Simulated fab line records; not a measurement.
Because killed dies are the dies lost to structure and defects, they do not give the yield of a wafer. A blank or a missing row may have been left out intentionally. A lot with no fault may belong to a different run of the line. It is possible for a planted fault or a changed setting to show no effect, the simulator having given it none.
What tool caused it?    flow n5_finfet    10 lots, 30 wafers sampled, at 5 steps of a route of 1938

## WHAT THE GAUGES READ, wafer by wafer
N5_BEOL_M4_RC_MEAS_101. Usual: DIBL_N 36.2 mV/V, standard deviation 1.4; DIBL_P 36.1 mV/V, standard deviation 1.5; IOFF_N 0.153 nA/um, standard deviation 0.02; IOFF_P 0.215 nA/um, standard deviation 0.03; ION_N 672 uA/um, standard deviation 8.6; ION_P 463 uA/um, standard deviation 6.8; SS_N 71.5 mV/dec, standard deviation 0.47; SS_P 73.3 mV/dec, standard deviation 0.57; VT_N 250.6 mV, standard deviation 2.4; VT_P -249 mV, standard deviation 3.2.
lot   measured      on         DIBL_N (mV/V)   DIBL_P (mV/V)   IOFF_N (nA/um)     IOFF_P (nA/um)     ION_N (uA/um)  ION_P (uA/um)  SS_N (mV/dec)   SS_P (mV/dec)   VT_N (mV)          VT_P (mV)       flag
L186  day 8 02:04   prober-01  37.6 37.6 37.4  37.9 38.2 37.4  0.159 0.161 0.151  0.247 0.259 0.246  674 665 661    474 465 464    72.6 72.1 72.0  72.9 73.1 73.3  249.2 249.9 252.7  -247 -245 -247  
L188  day 8 07:58   prober-01  38.6 38.9 37.4  38.4 38.0 36.7  0.186 0.179 0.161  0.248 0.249 0.224  673 676 667    464 461 457    71.8 73.0 72.1  74.6 73.8 73.5  246.8 248.2 249.3  -245 -247 -250  
L191  day 9 03:06   prober-02  36.7 33.9 36.0  37.2 33.7 36.6  0.156 0.113 0.146  0.219 0.172 0.215  668 652 662    460 455 462    71.6 70.8 71.3  73.6 71.9 73.3  251.8 258.3 250.5  -251 -254 -251  
L196  day 10 13:11  prober-02  37.6 39.3 37.1  38.4 39.5 37.7  0.144 0.178 0.144  0.228 0.256 0.224  657 687 670    461 476 468    71.7 71.7 71.6  73.7 74.3 72.9  252.0 250.2 250.8  -246 -246 -249  
L202  day 12 05:56  prober-02  34.3 35.7 32.6  33.4 34.8 31.0  0.122 0.139 0.103  0.160 0.177 0.131  657 666 656    450 453 450    70.8 71.0 70.6  73.0 72.7 72.2  254.2 251.7 255.1  -257 -253 -259  
L205  day 12 07:14  prober-02  36.3 37.0 35.8  35.7 35.8 34.3  0.150 0.161 0.135  0.215 0.217 0.189  659 677 669    459 465 465    71.2 71.5 71.2  73.9 73.6 72.8  250.0 248.7 250.4  -248 -251 -252  
L206  day 12 23:07  prober-02  33.4 34.2 37.0  33.3 34.3 37.3  0.105 0.113 0.147  0.157 0.175 0.210  659 652 681    456 451 467    71.1 71.2 71.7  72.7 72.6 73.5  254.6 254.2 253.8  -255 -251 -250  
L207  day 13 09:07  prober-02  36.7 36.4 37.6  37.1 36.2 37.5  0.156 0.150 0.176  0.239 0.224 0.252  683 676 693    472 470 475    70.9 71.2 71.9  73.3 72.1 73.3  252.4 250.8 249.7  -248 -249 -246  
L208  day 13 08:04  prober-02  35.3 34.6 34.8  34.7 34.2 34.0  0.139 0.141 0.134  0.193 0.188 0.191  673 679 679    460 464 464    71.3 70.8 71.5  73.2 74.3 73.3  253.2 253.1 251.2  -250 -254 -251  
L209  day 13 14:23  prober-01  34.1 36.1 35.6  35.2 37.2 36.6  0.146 0.166 0.160  0.200 0.217 0.213  676 667 676    467 462 461    70.4 71.7 71.5  73.2 73.4 73.7  249.4 249.0 250.4  -249 -247 -251  

## WHAT TOOL EACH LOT RAN ON (gives the tool, then ch and the chambers of the sampled wafers, and finally the start)
lot   N5_MOL_CONTACT_COAG_ALD_20           N5_MOL_CONTACT_COAG_ALD_27         N5_MOL_CONTACT_COAG_CMP_28     N5_MOL_CONTACT_COAG_COAT_75
L186  ald_metal-01 ch 2,3, day 4 19:58     ald_sin-01 ch 1,2,3, day 5 02:52   cmp-03 ch 2,3, day 5 04:29     litho_track-05 ch 0, day 5 05:34
L188  ald_metal-04 ch 0,2, day 5 05:02     ald_sin-01 ch 0,1,2, day 5 09:47   cmp-03 ch 0,1, day 5 11:23     litho_track-05 ch 0, day 5 13:34
L191  ald_metal-04 ch 1,2,3, day 6 01:18   ald_sin-01 ch 0,2,3, day 6 05:23   cmp-01 ch 0,1,3, day 6 06:59   litho_track-05 ch 0, day 6 07:59
L196  ald_metal-01 ch 0,3, day 7 04:53     ald_sin-01 ch 0,1,3, day 7 10:01   cmp-03 ch 0,2,3, day 7 11:40   litho_track-05 ch 0, day 7 12:29
L202  ald_metal-04 ch 0,3, day 8 17:26     ald_sin-01 ch 0,2,3, day 8 23:01   cmp-01 ch 1,2,3, day 9 00:42   litho_track-03 ch 0, day 9 01:55
L205  ald_metal-04 ch 1,2,3, day 9 11:55   ald_sin-01 ch 0,1,3, day 9 16:16   cmp-01 ch 0,1,2, day 9 17:50   litho_track-05 ch 0, day 9 18:43
L206  ald_metal-01 ch 0,1,3, day 9 18:06   ald_sin-02 ch 0,1,2, day 10 00:05  cmp-01 ch 0,1,2, day 10 01:46  litho_track-02 ch 0, day 10 02:34
L207  ald_metal-03 ch 1,3, day 10 03:17    ald_sin-02 ch 0,3, day 10 09:14    cmp-01 ch 0,1,3, day 10 10:53  litho_track-02 ch 0, day 10 14:06
L208  ald_metal-04 ch 1,2,3, day 10 05:39  ald_sin-02 ch 0,2,3, day 10 11:48  cmp-04 ch 0,1, day 10 13:33    litho_track-02 ch 0, day 10 14:37
L209  ald_metal-04 ch 0,1,2, day 10 18:26  ald_sin-02 ch 0,1,3, day 11 00:53  cmp-01 ch 0,2,3, day 11 02:27  litho_track-05 ch 0, day 11 03:28
- N5_MOL_CONTACT_COAG_ALD_20: deposits TiN, target thk 1.5 nm, pulse time 1 s, purge time 3 s.
- N5_MOL_CONTACT_COAG_ALD_27: deposits SiOC, target thk 17 nm, pulse time 1.5 s, time 2720 s.
- N5_MOL_CONTACT_COAG_CMP_28: polishes, stops on SiNx, t overpolish 0.85 s, target thk 14.522 nm.
- N5_MOL_CONTACT_COAG_COAT_75: time 60 s, resist thk 60 nm.

## WHAT THE TOOLS THEMSELVES READ (means of the sampled wafers that have a number; where no wafer has one, the mark that the record gives instead)
N5_MOL_CONTACT_COAG_ALD_20. Usual: heater_power_w 829 W, standard deviation 77; precursor_pulse_height_rel 1.001, standard deviation 0.018.
lot   tool          heater_power_w (W)  precursor_pulse_height_rel  flag
L186  ald_metal-01  719                 1.004                       
L188  ald_metal-04  904                 1.006                       
L191  ald_metal-04  841                 1.011                       
L196  ald_metal-01  800                 0.995                       
L202  ald_metal-04  834                 1.006                       
L205  ald_metal-04  851                 1.012                       
L206  ald_metal-01  801                 0.998                       
L207  ald_metal-03  809                 1.011                       
L208  ald_metal-04  836                 1.029                       
L209  ald_metal-04  905                 1.016                       

N5_MOL_CONTACT_COAG_ALD_27. Usual: heater_power_w 804 W, standard deviation 83; precursor_pulse_height_rel 1.000, standard deviation 0.023.
lot   tool        heater_power_w (W)  precursor_pulse_height_rel  flag
L186  ald_sin-01  853                 1.014                       
L188  ald_sin-01  890                 1.021                       
L191  ald_sin-01  833                 1.016                       
L196  ald_sin-01  836                 1.013                       
L202  ald_sin-01  853                 0.989                       
L205  ald_sin-01  858                 1.009                       
L206  ald_sin-02  744                 0.986                       
L207  ald_sin-02  733                 1.003                       
L208  ald_sin-02  751                 0.999                       
L209  ald_sin-02  734                 0.990                       

N5_MOL_CONTACT_COAG_CMP_28. Usual: edge_zone_pressure_frac 1.000, standard deviation 0.0045; motor_current_A 12.9 A, standard deviation 1.4; time_to_endpoint_s 4.2 s, standard deviation 1.9.
lot   tool    edge_zone_pressure_frac  motor_current_A (A)  time_to_endpoint_s (s)  flag
L186  cmp-03  1.004                    12.5                 3.6                     
L188  cmp-03  1.001                    13.8                 3.6                     
L191  cmp-01  1.001                    13.8                 3.6                     
L196  cmp-03  1.002                    12.4                 3.7                     
L202  cmp-01  0.998                    13.5                 5.0                     
L205  cmp-01  1.000                    13.6                 6.6                     
L206  cmp-01  1.001                    14.0                 3.3                     
L207  cmp-01  1.000                    13.7                 5.4                     
L208  cmp-04  1.006                    12.0                 3.2                     
L209  cmp-01  0.998                    12.0                 3.2                     

N5_MOL_CONTACT_COAG_COAT_75. Usual: dispense_pressure_kPa 49.9 kPa, standard deviation 1.6; exhaust_pa 45.2 Pa, standard deviation 0.81; resist_line_temp_C 23.01 C, standard deviation 0.12; spin_speed_rpm 1499.9 rpm, standard deviation 0.89.
lot   tool            dispense_pressure_kPa (kPa)  exhaust_pa (Pa)  resist_line_temp_C (C)  spin_speed_rpm (rpm)  flag
L186  litho_track-05  48.5                         44.9             23.07                   1500.5                
L188  litho_track-05  48.5                         45.9             22.87                   1498.6                
L191  litho_track-05  48.5                         45.7             23.03                   1438.0                OFF
L196  litho_track-05  48.5                         45.0             23.11                   1438.2                OFF
L202  litho_track-03  49.8                         45.7             23.03                   1499.5                
L205  litho_track-05  48.5                         44.6             23.01                   1499.4                
L206  litho_track-02  52.7                         45.5             22.95                   1498.5                
L207  litho_track-02  52.6                         45.5             22.96                   1500.6                
L208  litho_track-02  52.7                         45.0             23.09                   1500.3                
L209  litho_track-05  48.5                         45.2             22.85                   1499.3                

## THE ANSWER, worked out from the rows above alone
Rule: a lot counts as off when the mean over its wafers that have a number is more than 3 standard deviations away from the usual mean. Also off: a lot with no number at a reading for which 4 or more lots have one. All remaining lots with rows at the step are treated as sound. The gauges are gone through in route order, then the tools' own readings, and for those a lot's mean is taken as printed above. At the first step where some lot is off, the reading lying furthest off is the one used; lots without a number count as furthest.
Off at N5_MOL_CONTACT_COAG_COAT_75 (spin_speed_rpm): L191, L196.
A tool fits if, at that step or a process step before it, it ran every lot that is off, and no sound lot after the first of them. None of those tried fits.

## WHAT THE SIMULATOR HAD PUT IN
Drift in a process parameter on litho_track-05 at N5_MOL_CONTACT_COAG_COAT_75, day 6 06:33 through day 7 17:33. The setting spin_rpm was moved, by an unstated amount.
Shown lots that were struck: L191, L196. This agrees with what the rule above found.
